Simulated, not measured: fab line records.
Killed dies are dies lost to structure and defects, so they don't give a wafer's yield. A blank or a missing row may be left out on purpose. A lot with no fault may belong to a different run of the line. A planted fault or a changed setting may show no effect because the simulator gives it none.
Chamber matching -- flow n5Finfet -- N5_MOL_CONTACT_COAG_ETCH_59 on rieDiel-01 has 4 sister chambers
The step etches underlayer in N2/H2, target depth 13 nm, time 10.4 s. 20 wafers are shown with their chamber, then 10 later ones without.

EACH WAFER AND ITS CHAMBER
wafer,chamber,drypumpMotorCurrentA (A),throttleValvePct (%),showerheadPlenumPTorr (Torr)
L074.1,3,5.2,18.12,2.58
L074.3,1,5.7,18.05,2.55
L074.5,2,5.0,17.71,2.61
L075.2,0,6.5,17.71,2.50
L075.3,1,5.7,18.06,2.55
L075.6,1,5.6,18.05,2.55
L076.1,3,5.2,18.11,2.58
L076.2,1,5.6,18.05,2.55
L076.4,2,5.0,17.72,2.61
L077.2,3,5.2,18.11,2.57
L077.5,1,5.7,18.06,2.55
L077.6,0,6.5,17.72,2.50
L079.1,1,5.6,18.06,2.55
L079.3,2,5.0,17.74,2.61
L079.5,2,5.0,17.72,2.61
L080.1,3,5.2,18.13,2.57
L080.3,2,5.0,17.73,2.61
L080.5,1,5.7,18.03,2.54
L081.2,3,5.2,18.14,2.57
L081.5,0,6.5,17.74,2.49

SIGNATURES (means of the wafers above)
reading,chamber 0,chamber 1,chamber 2,chamber 3,scatter within a chamber
drypumpMotorCurrentA,6.500,5.657,5.000,5.200,0.0327
throttleValvePct,17.7233,18.0514,17.7240,18.1220,0.0121
showerheadPlenumPTorr,2.4967,2.5486,2.6100,2.5740,0.00413
Rule: for each reading, subtract the chamber's mean from the wafer's reading, divide by that reading's scatter and square the result; add these up over the readings and take the root, which gives the wafer's distance from the chamber. If the next closest chamber is less than 2 further off than the closest, the wafer can't be placed; otherwise it belongs to the closest. The scatter: take each reading less its chamber's mean, square it, sum over the shown wafers, divide by the number of wafers less the number of chambers, and take the root.

WAFERS WITHOUT THEIR CHAMBER
wafer,drypumpMotorCurrentA (A),throttleValvePct (%),showerheadPlenumPTorr (Torr)
L081.6,5.6,18.04,2.54
L085.2,6.5,17.75,2.49
L085.3,5.0,17.74,2.60
L085.4,5.2,18.16,2.57
L092.1,6.5,17.78,2.48
L092.2,5.7,18.12,2.53
L092.6,6.5,17.77,2.48
L094.1,6.4,17.79,2.48
L094.2,5.6,18.12,2.53
L094.3,5.2,18.18,2.56

EACH ONE'S CHAMBER
wafer,from the rows above,in truth
L081.6,1,1
L085.2,0,0
L085.3,2,2
L085.4,3,3
L092.1,0,0
L092.2,1,1
L092.6,0,0
L094.1,0,0
L094.2,1,1
L094.3,3,3
10 of 10 placed correctly. Number that these rows cannot place: 0. 0 placed wrongly.
